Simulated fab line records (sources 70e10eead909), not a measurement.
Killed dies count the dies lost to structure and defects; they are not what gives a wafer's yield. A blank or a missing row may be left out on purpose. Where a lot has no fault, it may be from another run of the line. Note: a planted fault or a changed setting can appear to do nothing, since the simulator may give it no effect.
Check for tools in common | flow nand-harc | Lots sampled 12, wafers sampled 36

WHAT PROMPTED THE OPENING
At NHARC_P_GATE_CD_MEAS_91 the reading cd-nm is flagged on 1 of 12 lots. Wafers without a fault read 2000.6 nm, standard deviation 1.8.
Rule: a lot is flagged in two cases, either no wafer of it has a number, or all its wafers with numbers fall more than 4 standard deviations from that mean. The rest of the lots are taken to be sound.

lot  | measured     | on        | cd-nm (nm), wafer by wafer | flag
L779 | day 5 09:59  | cd-sem-02 | 2004.2 2002.1 1998.0       |
L782 | day 6 03:29  | cd-sem-02 | 2001.0 2001.1 2001.0       |
L783 | day 6 05:29  | cd-sem-01 | 1999.7 2003.4 1999.4       |
L787 | day 7 09:25  | cd-sem-01 | 2000.5 2000.8 2000.3       |
L788 | day 7 09:44  | cd-sem-01 | 1998.6 2001.9 2000.1       |
L790 | day 7 20:23  | cd-sem-03 | 2000.3 1998.2 2001.9       |
L792 | day 8 12:46  | cd-sem-02 | 1996.9 1997.9 1997.0       |
L791 | day 8 15:14  | cd-sem-02 | 1939.8 1937.7 1940.6       | FLAGGED
L795 | day 9 08:55  | cd-sem-01 | 1995.7 1996.4 1997.3       |
L796 | day 9 15:50  | cd-sem-01 | 2000.2 2002.3 2001.6       |
L797 | day 9 21:11  | cd-sem-02 | 2001.3 2000.5 1997.4       |
L802 | day 11 03:08 | cd-sem-02 | 2003.3 2004.5 2000.6       |
The numbers of the flagged lots are 1939.4 nm on average: -61.2 nm against the usual, or -34 standard deviations.

EACH LOT AND THE TOOL IT RAN ON
The record holds 1 process step before the reading, out of a route of 1159 steps. Cell contents, in order: the tool; ch with the chambers the sampled wafers went through; the start.
lot  | flag    | NHARC_P_GATE_EXPOSE_88
L779 |         | krf-scanner-02 ch 0, day 5 09:50
L782 |         | krf-scanner-02 ch 0, day 6 03:20
L783 |         | krf-scanner-01 ch 0, day 6 05:20
L787 |         | krf-scanner-02 ch 0, day 7 09:16
L788 |         | krf-scanner-01 ch 0, day 7 09:35
L790 |         | krf-scanner-02 ch 0, day 7 20:14
L792 |         | krf-scanner-04 ch 0, day 8 12:37
L791 | FLAGGED | krf-scanner-02 ch 0, day 8 15:05
L795 |         | krf-scanner-02 ch 0, day 9 08:46
L796 |         | krf-scanner-01 ch 0, day 9 15:41
L797 |         | krf-scanner-01 ch 0, day 9 21:02
L802 |         | krf-scanner-01 ch 0, day 11 02:59
What the steps here do:
- NHARC_P_GATE_EXPOSE_88: exposes mask P HVN, target cd 2000 nm.
- NHARC_P_GATE_CD_MEAS_91: target cd 2000 nm.

FLAGGED AGAINST TOTAL, ONE TOOL AT A TIME (gauges that did the reading follow at the end)
step                    | tool           | lots run | flagged | share of the flagged lots | sound lots run after its first flagged lot
NHARC_P_GATE_EXPOSE_88  | krf-scanner-01 | 5        | 0       | none                      | -
NHARC_P_GATE_EXPOSE_88  | krf-scanner-02 | 6        | 1       | all                       | 1 (L795)
NHARC_P_GATE_EXPOSE_88  | krf-scanner-04 | 1        | 0       | none                      | -
NHARC_P_GATE_CD_MEAS_91 | cd-sem-01      | 5        | 0       | none                      | -
NHARC_P_GATE_CD_MEAS_91 | cd-sem-02      | 6        | 1       | all                       | 2 (L797,L802)
NHARC_P_GATE_CD_MEAS_91 | cd-sem-03      | 1        | 0       | none                      | -

WHAT THE TABLE ALLOWS
Every flagged lot went through 2 rows of the table: krf-scanner-02 at NHARC_P_GATE_EXPOSE_88 and cd-sem-02 at NHARC_P_GATE_CD_MEAS_91.
- krf-scanner-02 at NHARC_P_GATE_EXPOSE_88 ran 6 lots, 1 of them flagged. Lots that were sound ran on it after the first flagged one (L795); a persistent fault on the entire tool would not allow that.
- cd-sem-02 at NHARC_P_GATE_CD_MEAS_91 ran 6 lots, 1 of them flagged. Lots that were sound ran on it after the first flagged one (L797, L802); a persistent fault on the entire tool would not allow that.
Every row of the table either missed a flagged lot or ran a sound lot after the first.

WHAT WAS PUT IN BY THE SIMULATOR
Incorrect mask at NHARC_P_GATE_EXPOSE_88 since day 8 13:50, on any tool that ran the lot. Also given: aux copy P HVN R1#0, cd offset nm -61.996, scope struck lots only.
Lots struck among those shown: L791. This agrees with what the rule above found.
